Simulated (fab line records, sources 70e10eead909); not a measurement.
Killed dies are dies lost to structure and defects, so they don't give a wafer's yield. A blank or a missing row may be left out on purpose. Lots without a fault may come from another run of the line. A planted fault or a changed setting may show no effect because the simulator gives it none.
A struck lot beside a sound one | flow nand_harc | 18 steps out of a route of 1159
Sound: wafers L211.4, L211.5, L211.6. Struck: wafers L215.2, L215.3, L215.5. The cause comes at the end.
At each step with rows: each side's tool, then ch and its chambers, then its first start. Under that, the readings that differ: sound wafers | struck wafers | difference of the means | sigmas: that difference in standard deviations of wafers without a fault.
alike: readings whose means differ by less than 2 such deviations, and words and numbers that are the same on both sides. not compared: withheld readings, readings that some wafer has no value for, bounds like >300 that may hide the same value, and numbers for which the record gives no deviation and whose values overlap.
The two part at a step that has a row with sigmas, a row that says differs or no value, or rows on one side only. Numbers that don't overlap but have no deviation are shown without sigmas and don't part them. A reading that every wafer of one side lacks parts them only if that side has two wafers or more.

NHARC_P_GATE_CD_MEAS_46: target cd 720 nm.
  sound on cd_sem-01 ch 0, day 6 13:43; struck on cd_sem-03 ch 0, day 7 10:17
  alike: cd_nm
then, 1 step without rows for these wafers: NHARC_P_GATE_HARDBAKE_47 (time 80 s).
NHARC_P_GATE_DESCUM_48: chemistry O2, time 3 s.
  sound on rie_diel-07 ch 0,1,3, day 6 13:54; struck on rie_diel-08 ch 0,3, day 7 10:26
  alike: drypump_motor_current_A, oes_product_au, rf_vpp_V, showerhead_plenum_p_Torr, throttle_valve_pct
  not compared: rf_hours_counter_h
then, 1 step without rows for these wafers: NHARC_P_GATE_IMPLANT_49.
NHARC_P_GATE_STRIP_111: strips in N2/H2, time 250 s.
  sound on plasma_asher-01 ch 0,1, day 6 14:23; struck on plasma_asher-02 ch 0,1, day 7 10:49
  alike: drypump_motor_current_A, heater_power_w
  not compared: rf_hours_counter_h
NHARC_P_GATE_STRIP_75: strips in O2.
  sound on plasma_asher-01 ch 0,1, day 6 14:34; struck on plasma_asher-02 ch 0,1, day 7 11:07
  alike: drypump_motor_current_A, heater_power_w
  not compared: rf_hours_counter_h
then, 6 steps without rows for these wafers: NHARC_P_GATE_STRIP_50 (strips in SPM, time 900 s); NHARC_P_GATE_DEHYDRATE_51 (time 120 s); NHARC_P_GATE_HMDS_52 (time 30 s); NHARC_P_GATE_COAT_53; NHARC_P_GATE_SOFTBAKE_54 (time 95 s); NHARC_P_GATE_EBR_55.
NHARC_P_GATE_EXPOSE_56: exposes mask P PSD, target cd 720 nm.
  sound on krf_scanner-01 ch 0, day 6 15:19; struck on krf_scanner-04 ch 0, day 7 11:47
  reading | sound                   | struck                  | difference | sigmas
  mask    | P_PSD#0 P_PSD#0 P_PSD#0 | P_NSD#0 P_NSD#0 P_NSD#0 | differs    |
then, 2 steps without rows for these wafers: NHARC_P_GATE_PEB_57 (peb time 85 s); NHARC_P_GATE_DEVELOP_58 (time 70 s).
NHARC_P_GATE_CD_MEAS_59: target cd 720 nm.
  sound on cd_sem-03 ch 0, day 6 15:28; struck on cd_sem-03 ch 0, day 7 11:56
  reading    | sound             | struck | difference                    | sigmas
  cd_nm (nm) | 720.2 720.9 721.2 | - - -  | no value on the struck wafers |
then, 1 step without rows for these wafers: NHARC_P_GATE_HARDBAKE_60 (time 80 s).
-- the record jumps here: 14 days lie between the struck wafers' starts before and after (it left off in module P_GATE and takes up again in module END, whose first step shown is number 1159 of the route) --
NHARC_END_SORT_01:
  the record has rows for the struck wafers here (prober-01 ch 0, day 21 10:50) and none for the sound ones

WHERE THEY PART
First at NHARC_P_GATE_EXPOSE_56; last, within this record, at NHARC_END_SORT_01.

WHY: what the simulator had put in
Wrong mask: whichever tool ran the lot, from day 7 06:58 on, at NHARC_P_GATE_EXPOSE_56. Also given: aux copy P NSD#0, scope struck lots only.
